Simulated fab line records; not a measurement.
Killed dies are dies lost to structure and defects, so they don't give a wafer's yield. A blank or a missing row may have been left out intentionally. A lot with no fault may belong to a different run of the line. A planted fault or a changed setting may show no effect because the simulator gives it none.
Matching of chambers | flow n5_finfet | pecvd-04 running N5_BEOL_M5_DEP_56: 3 sister chambers
The step deposits SiCN from 3MS/NH3, target thk 8 nm, time 14 s. 6 wafers are shown with their chamber, then 7 later ones without.

== WAFERS PAIRED WITH THEIR CHAMBERS ==
wafer  | chamber | throttle_valve_pct (%) | chamber_pressure_Torr (Torr)
L078.1 | 1       | 9.28                   | 3.006
L084.3 | 2       | 8.84                   | 2.999
L084.5 | 1       | 9.27                   | 3.001
L084.6 | 0       | 9.43                   | 2.995
L079.1 | 2       | 8.92                   | 3.010
L079.2 | 0       | 9.36                   | 3.012

== WAFERS WHOSE CHAMBER IS MISSING ==
wafer  | throttle_valve_pct (%) | chamber_pressure_Torr (Torr)
L079.6 | 9.02                   | 3.009
L096.1 | 9.14                   | 2.997
L096.3 | 9.21                   | 3.001
L096.6 | 9.16                   | 3.011
L095.1 | 9.04                   | 2.999
L095.4 | 9.05                   | 2.990
L095.6 | 9.04                   | 3.011

== WHICH CHAMBER EACH WENT THROUGH ==
wafer  | from the rows above     | in truth
L079.6 | 2                       | 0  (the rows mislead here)
L096.1 | 1                       | 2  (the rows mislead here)
L096.3 | 1                       | 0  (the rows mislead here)
L096.6 | 1                       | 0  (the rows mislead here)
L095.1 | can't be placed: 2 or 1 | 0
L095.4 | can't be placed: 2 or 1 | 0
L095.6 | can't be placed: 2 or 1 | 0
0 of 7 placed correctly. These rows do not allow placing 3 (true chamber among the candidates in 0). Wrongly placed: 4.
How it was worked out, from the rows above alone: a wafer's distance from a chamber is the root of the sum, over the readings, of the square of ((its reading less the chamber's mean) divided by the reading's scatter). The wafer belongs to the nearest chamber; if the next one is less than 2 further off, it can't be placed. For every chamber, the mean is computed from those of its wafers that are shown. How the scatter is found: for the shown wafers, subtract from each reading the mean of its chamber, square and add these, divide the total by (wafers less chambers), then take the root.
